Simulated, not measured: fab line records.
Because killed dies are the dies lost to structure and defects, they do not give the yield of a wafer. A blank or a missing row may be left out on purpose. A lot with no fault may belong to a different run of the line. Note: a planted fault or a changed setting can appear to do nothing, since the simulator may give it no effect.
A struck lot beside a sound one || flow nand-harc || 18 out of 1159 route steps
Sound: wafers L859.2, L859.4, L859.6. Wafers struck: L869.1, L869.2, L869.5. The cause is given at the end.
Per side, at each step with rows, come the tool, then ch with its chambers, and then its first start. Under that, the readings that differ: sound wafers || struck wafers || difference of the means || sigmas: that difference in standard deviations of wafers without a fault.
alike: a reading whose means differ by less than 2 such deviations, as well as words and numbers matching on both sides. not compared: withheld readings; readings where some wafer has no value; bounds like >300 that might hide an equal value; numbers whose values overlap and for which the record gives no deviation.
Wherever a step has rows on one side only, a row that says differs or no value, or a row with sigmas, the two part there. Numbers that don't overlap but have no deviation are shown without sigmas and don't part them. Lack of a reading on every wafer of one side parts them only where that side has two or more wafers.

NHARC_P_ZERO_WELL_CD_MEAS_11: the cd target is 500 nm.
  sound on cd-sem-01 ch 0, day 3 01:14; struck on cd-sem-01 ch 0, day 5 13:15
  alike: cd-nm
then, 1 step without rows for these wafers: NHARC_P_ZERO_WELL_HARDBAKE_12 (time 65 s).
NHARC_P_ZERO_WELL_DESCUM_13: chemistry O2, time 3 s.
  sound on rie-diel-03 ch 0,1,2, day 3 01:25; struck on rie-diel-07 ch 0,1, day 5 13:25
  alike: drypump-motor-current-A, oes-product-au, rf-vpp-V, showerhead-plenum-p-Torr, throttle-valve-pct
  not compared: rf-hours-counter-h
NHARC_P_ZERO_WELL_ETCH_65: etches the open film in N2/H2, target depth 80 nm, overetch 24 nm, time 87.88 s.
  sound on rie-diel-03 ch 0,1,3, day 3 01:31; struck on rie-diel-07 ch 0,3, day 5 13:30
  alike: drypump-motor-current-A, oes-product-au, rf-vpp-V, showerhead-plenum-p-Torr, throttle-valve-pct
  not compared: rf-hours-counter-h
NHARC_P_ZERO_WELL_ETCH_62: etches the open film in CHF3/Ar, target depth 13 nm, time 6.5 s.
  sound: rie-diel-03 ch 0,2,3; struck: rie-diel-07 ch 0,1,3
{"reading": "oes-product-au (a.u.)", "sound": "1.001 0.982 0.971", "struck": "0.927 0.944 0.923", "difference": -0.053, "sigmas": -3}
  alike: drypump-motor-current-A, rf-vpp-V, showerhead-plenum-p-Torr, throttle-valve-pct
  not compared: rf-hours-counter-h
NHARC_P_ZERO_WELL_ETCH_63: etches the open film in HBr/Cl2, target depth 120 nm, time 40.1 s.
  sound on rie-si-06 ch 0,2, day 3 01:40; struck on rie-si-04 ch 0,2, day 5 13:40
  alike: drypump-motor-current-A, oes-product-au, throttle-valve-pct
  not compared: rf-hours-counter-h
then, 6 steps without rows for these wafers: NHARC_P_ZERO_WELL_STRIP_15 (strips in SPM, time 900 s); NHARC_P_ZERO_WELL_DEHYDRATE_16 (time 120 s); NHARC_P_ZERO_WELL_HMDS_17 (time 30 s); NHARC_P_ZERO_WELL_COAT_18; NHARC_P_ZERO_WELL_SOFTBAKE_19 (time 95 s); NHARC_P_ZERO_WELL_EBR_20.
NHARC_P_ZERO_WELL_EXPOSE_21: exposes mask P NWELL, target cd 720 nm.
  sound on krf-scanner-01 ch 0, day 3 02:19; struck on krf-scanner-01 ch 0, day 5 14:26
{"reading": "mask", "sound": "P_NWELL#0 P_NWELL#0 P_NWELL#0", "struck": "P_HVPW#0 P_HVPW#0 P_HVPW#0", "difference": "differs", "sigmas": ""}
then, 2 steps without rows for these wafers: NHARC_P_ZERO_WELL_PEB_22 (peb time 85 s); NHARC_P_ZERO_WELL_DEVELOP_23 (time 70 s).
NHARC_P_ZERO_WELL_CD_MEAS_24: the cd target is 720 nm.
  sound on cd-sem-01 ch 0, day 3 02:28; struck on cd-sem-01 ch 0, day 5 14:36
{"reading": "cd-nm (nm)", "sound": "722.0 720.7 724.1", "struck": "- - -", "difference": "no value on the struck wafers", "sigmas": ""}
then, 1 step without rows for these wafers: NHARC_P_ZERO_WELL_HARDBAKE_25 (time 80 s).
-- jump in the record: it breaks off in module P_ZERO_WELL and resumes in module END (first step shown: number 1159 of the route), and 18 days separate the struck wafers' starts before and after --
NHARC_END_SORT_01:
  only the struck wafers appear in the record here, on prober-01 ch 0 at day 23 06:09; the sound ones have no rows

WHERE THEY PART
At NHARC_P_ZERO_WELL_ETCH_62 first; at NHARC_END_SORT_01 last (within this record only).

WHY: what the simulator had put in
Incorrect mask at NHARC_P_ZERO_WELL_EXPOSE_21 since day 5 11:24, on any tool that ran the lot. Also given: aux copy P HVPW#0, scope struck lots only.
